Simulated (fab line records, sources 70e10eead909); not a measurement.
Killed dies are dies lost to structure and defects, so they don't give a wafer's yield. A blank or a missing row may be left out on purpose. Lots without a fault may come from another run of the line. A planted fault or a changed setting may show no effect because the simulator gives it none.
Chamber matching | flow nand_harc | NHARC_A_CONTACT_DEP_29 on pecvd-02: 3 sister chambers
The step deposits SiON, target thk 70 nm. 6 wafers are shown with their chamber, then 7 later ones without.

WAFERS WITH THEIR CHAMBER
wafer  | chamber | heater_power_w (W)
L448.6 | 0       | 744
L453.2 | 1       | 571
L453.4 | 1       | 583
L453.6 | 2       | 942
L457.1 | 0       | 723
L457.3 | 2       | 779

WAFERS WITHOUT THEIR CHAMBER
wafer  | heater_power_w (W)
L457.6 | 798
L461.2 | 558
L461.4 | 850
L461.5 | 545
L463.1 | 900
L463.2 | 636
L463.3 | 676

WHICH CHAMBER EACH WENT THROUGH
wafer  | from the rows above          | in truth
L457.6 | can't be placed: 2 or 0      | 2
L461.2 | 1                            | 1
L461.4 | can't be placed: 2 or 0      | 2
L461.5 | 1                            | 1
L463.1 | can't be placed: 2 or 0      | 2
L463.2 | can't be placed: 1 or 0      | 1
L463.3 | can't be placed: 0 or 1 or 2 | 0
Placed correctly: 2 of 7. Can't be placed from these rows: 5 (the true chamber is among the candidates in 5). Placed wrongly: 0.
How it was worked out, from the rows above alone: a wafer's distance from a chamber is the root of the sum, over the readings, of the square of ((its reading less the chamber's mean) divided by the reading's scatter). The wafer belongs to the nearest chamber; if the next one is less than 2 further off, it can't be placed. A chamber's mean is the mean of its shown wafers. The scatter: the root of (the sum of the squares of (reading less its chamber's mean) over the shown wafers, divided by (wafers less chambers)).
